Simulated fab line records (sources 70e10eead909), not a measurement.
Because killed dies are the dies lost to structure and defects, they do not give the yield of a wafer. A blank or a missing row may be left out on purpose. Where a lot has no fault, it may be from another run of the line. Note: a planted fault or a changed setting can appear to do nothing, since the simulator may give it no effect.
A lot that was struck, set against a sound lot | flow nand harc | 16 steps out of a route of 1159
Sound: wafers L816.2, L816.5, L816.6. Wafers L820.1, L820.3, L820.5 were the ones struck. At the end, the cause is stated.
At each step with rows: each side's tool, then ch and its chambers, then its first start. Under that, the readings that differ: sound wafers | struck wafers | difference of the means | sigmas: that difference in standard deviations of wafers without a fault.
alike: same words and numbers on both sides, and readings whose means sit less than 2 such deviations apart. not compared: any withheld reading, any reading some wafer has no value for, any bound like >300 that may hide the same value, and any number with overlapping values for which the record gives no deviation.
Wherever a step has rows on one side only, a row that says differs or no value, or a row with sigmas, the two part there. Numbers that don't overlap but have no deviation are shown without sigmas and don't part them. A reading that every wafer of one side lacks parts them only if that side has two wafers or more.

NHARC_A_M1_ETCH_35: etches the open film in N2/H2, target depth 40 nm, overetch 12 nm, time 43.94 s.
  sound on rie diel-10 ch 0,2,3, day 19 20:36; struck on rie diel-03 ch 0,2,3, day 22 12:17
  alike: drypump motor current A, oes product au, rf fwd power W, rf vpp V, showerhead plenum p Torr, throttle valve pct
  not compared: rf hours counter h
NHARC_A_M1_ETCH_15: etches the open film in C4F8/Ar, target depth 182.5 nm, time 91.2 s.
  sound: rie diel-10 ch 0,3; struck: rie diel-03 ch 1,3
  alike: oes product au, rf fwd power W, rf vpp V
  not compared: rf hours counter h
NHARC_A_M1_CD_MEAS_16:
  struck on cd sem-03, day 22 12:30; sound on cd sem-01, day 19 20:49
  alike: cd nm
NHARC_A_M1_STRIP_18: strips in N2/H2.
  sound on rie diel-03 ch 1,2, day 19 20:57; struck on rie diel-10 ch 0,3, day 22 12:36
  reading                         | sound          | struck         | difference | sigmas
  showerhead plenum p Torr (Torr) | 2.13 2.13 2.10 | 1.97 1.94 1.94 | -0.17      | -2
  alike: drypump motor current A, oes product au, rf fwd power W, rf vpp V, throttle valve pct
  not compared: rf hours counter h
NHARC_A_M1_ETCH_28: etches the open film in CF4/N2, target depth 30 nm, time 72.99 s.
  sound: rie diel-03 ch 1,2,3; struck: rie diel-10 ch 0,2,3
  reading                         | sound          | struck         | difference | sigmas
  showerhead plenum p Torr (Torr) | 2.69 2.75 2.74 | 2.58 2.55 2.51 | -0.18      | -2
  alike: drypump motor current A, oes product au, rf fwd power W, rf vpp V, throttle valve pct
  not compared: rf hours counter h
then, 1 step without rows for these wafers: NHARC_A_M1_STRIP_19 (strips in post etch residue remover, time 600 s).
NHARC_A_M1_DEGAS_29: time 60 s.
  struck on pvd sputter-02, day 22 13:13; sound on pvd sputter-02, day 19 21:37
  alike: heater power w
then, 5 steps without rows for these wafers: NHARC_A_M1_PRE_CLEAN_30 (time 30 s); NHARC_A_M1_PVD_20 (deposits TaN, target thk 5 nm, time 8.06 s); NHARC_A_M1_PVD_21 (deposits Cu, target thk 30 nm, time 20.49 s); NHARC_A_M1_ECD_22 (material Cu, target thk 400 nm); NHARC_A_M1_ANNEAL_31 (time 90 s).
NHARC_A_M1_CMP_23: polishes, t overpolish 20 s, target thk 154.34 nm.
  sound on cmp-03 ch 1,2,3, day 19 23:01; struck on cmp-02 ch 1,2,3, day 22 14:22
  reading                | sound          | struck         | difference | sigmas
  time to endpoint s (s) | 25.5 28.5 29.5 | 17.6 16.3 14.3 | -11.8      | -6
  alike: motor current A
NHARC_A_M1_THK_MEAS_24: measures by xrf.
  struck on film metro-01, day 22 14:37; sound on film metro-01, day 19 23:16
  reading     | sound             | struck            | difference | sigmas
  thk nm (nm) | 153.0 152.8 153.7 | 147.5 149.7 145.0 | -5.8       | -4
next, for these wafers, 1 step has no rows: NHARC_A_M1_SRD_25.
NHARC_END_SORT_01:
  sound on prober-02 ch 0, day 21 10:52; struck on prober-02 ch 0, day 23 23:46
  alike: defect limited yield, killed at array, killed at other, killed at periphery, killed dies, killed open, killed short, sort_bin_2_pct, sort_bin_3_pct, sort_bin_4_pct, sort n pass, sort rim yield pct, sort yield pct

## WHERE THEY PART
First at NHARC_A_M1_STRIP_18; last, within this record, at NHARC_A_M1_THK_MEAS_24. Later steps at which nothing parts them and some readings are alike: NHARC_END_SORT_01.

WHY: what had been put in by the simulator
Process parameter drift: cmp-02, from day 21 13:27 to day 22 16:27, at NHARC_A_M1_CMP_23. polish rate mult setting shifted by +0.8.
